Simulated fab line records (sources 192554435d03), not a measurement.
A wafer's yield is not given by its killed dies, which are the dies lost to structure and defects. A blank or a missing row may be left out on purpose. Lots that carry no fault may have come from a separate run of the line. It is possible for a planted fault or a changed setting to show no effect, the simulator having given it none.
One fault seen from 2 desks    flow n5_finfet    what lay behind the numbers comes last; until then each desk has only its own

THE DEFECT DESK
Inspection counts along the route, by lot: the mean over sampled wafers that carry a number. If a lot's mean is further than 4 standard deviations from the usual mean, the lot is out of limits and carries the mark OUT (the distance appears in the brackets).
Columns: A = raw_defect_count at N5_BEOL_M13_INSPECT_12, usual 1.8
lot   first seen here  A
L701  day 11 18:33     0.5
L703  day 12 01:26     2.7
L704  day 12 07:49     2.0
L707  day 13 02:32     1.0
L708  day 13 02:47     1.7
L715  day 14 09:48     0.7
L716  day 15 06:44     1.7
L714  day 15 07:01     1.3
L717  day 15 07:38     0.7
L723  day 16 10:27     1.0
L722  day 17 04:10     2.0
L724  day 17 13:32     2.0
This desk's finding: nothing out of limits on any of the 12 lots.

FROM THE METROLOGY DESK
Means of the sampled wafers that have a number, per lot and without regard to the tool the lot ran on: this is what the gauges read. If a lot's mean is further than 4 standard deviations from the usual mean, the lot is out of limits and carries the mark OUT (the distance appears in the brackets).
Columns: A = cd_nm at N5_BEOL_M13_CD_MEAS_28, usual 210.1 nm; B = M13_OVL at N5_BEOL_M13_OVL_MEAS_29, usual 1 nm
lot   first seen here  A      B
L701  day 11 19:29     209.6  -7
L703  day 12 02:29     212.4  4
L704  day 12 08:45     210.3  -2
L707  day 13 03:26     209.7  -9
L708  day 13 03:49     211.5  9
L715  day 14 10:44     210.2  34 (+4.8) OUT
L716  day 15 07:40     210.2  3
L714  day 15 08:02     210.0  33 (+4.7) OUT
L717  day 15 08:37     210.8  39 (+5.6) OUT
L723  day 16 12:09     208.8  5
L722  day 17 05:03     210.5  1
L724  day 17 14:25     209.8  1
This desk's result: L714, L715, L717 out of limits, first on L715 (M13_OVL at N5_BEOL_M13_OVL_MEAS_29), day 14 10:46. In limits: L701, L703, L704, L707, L708, L716, L723, L722, L724.

BROUGHT TOGETHER
L714, L715, L717 would have let the metrology desk raise an alarm at day 14 10:46.
Nothing out of limits was seen by the defect desk.
The defect desk has L714, L715, L717 on record, within its limits.
Every lot named ran N5_BEOL_M13_EXPOSE_25 on krf_scanner-01.

WHAT THE SIMULATOR HAD PUT IN
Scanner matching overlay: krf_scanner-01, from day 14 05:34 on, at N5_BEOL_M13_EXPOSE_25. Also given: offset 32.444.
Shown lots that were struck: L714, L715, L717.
Delay in hours, fault start to first out-of-limits reading, per desk: metrology desk 5.
